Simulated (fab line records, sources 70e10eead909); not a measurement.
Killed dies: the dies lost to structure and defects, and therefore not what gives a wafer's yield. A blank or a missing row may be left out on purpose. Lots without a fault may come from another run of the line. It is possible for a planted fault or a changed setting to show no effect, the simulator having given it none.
Which tool is to blame?	flow nandHarc	12 lots, 36 wafers sampled, at 2 steps of a route of 1159

== WHAT EACH GAUGE READ, for each wafer ==
NHARC_A_M1_INSPECT_11.
lot	measured	on	rawDefectCount
L075	day 18 03:50	defectInspect-01	20 14 17
L076	day 18 13:29	defectInspect-02	11 7 15
L080	day 19 10:43	defectInspect-01	45 45 37
L082	day 19 21:38	defectInspect-02	16 16 21
L084	day 20 06:07	defectInspect-02	30 40 45
L086	day 20 08:13	defectInspect-02	11 9 12
L085	day 20 14:37	defectInspect-01	36 61 50
L089	day 21 04:59	defectInspect-02	29 35 40
L091	day 21 23:17	defectInspect-02	39 26 30
L093	day 22 01:26	defectInspect-02	50 52 40
L094	day 22 07:01	defectInspect-02	12 25 21
L097	day 24 06:07	defectInspect-01	37 53 48

== WHICH TOOL RAN EACH LOT (tool, then ch and the chambers of the sampled wafers, then the start) ==
lot	NHARC_A_BLC_ETCH_18
L075	rieDiel-04 ch 1,3, day 18 03:50 or earlier
L076	rieDiel-03 ch 1,2, day 18 13:29 or earlier
L080	rieDiel-03 ch 0,1,3, day 19 10:43 or earlier
L082	rieDiel-09 ch 0,1,2, day 19 21:38 or earlier
L084	rieDiel-09 ch 2,3, day 20 06:07 or earlier
L086	rieDiel-09 ch 1,2,3, day 20 08:13 or earlier
L085	rieDiel-09 ch 0,1,3, day 20 14:37 or earlier
L089	rieDiel-03 ch 0,1,2, day 21 04:59 or earlier
L091	rieDiel-03 ch 1,2, day 21 23:17 or earlier
L093	rieDiel-09 ch 1,2,3, day 22 01:26 or earlier
L094	rieDiel-09 ch 1,2,3, day 22 07:01 or earlier
L097	rieDiel-03 ch 0,1,2, day 24 06:07 or earlier
- NHARC_A_BLC_ETCH_18: etches the open film in C4F8/O2/Ar, target depth 910 nm.

== THE ANSWER, worked out from the rows above alone ==
Rule: what is usual is taken from the lots themselves. Put in order of their means at a reading, lots are off if they are a third of the lots or fewer, leave a main group of 4 or more, and stand apart from it by a gap of 3 or more times the standard deviation of the main group's means; of several such gaps the widest counts. A main group whose means are all the same, to the digits that the tables above print for the reading, isn't used. Also off: a lot with no number at a reading for which 4 or more lots have one. Any other lot the step has rows for is counted as sound.
Nothing can be told from this: no lot is off at any reading shown.

== WHAT THE SIMULATOR PUT IN ==
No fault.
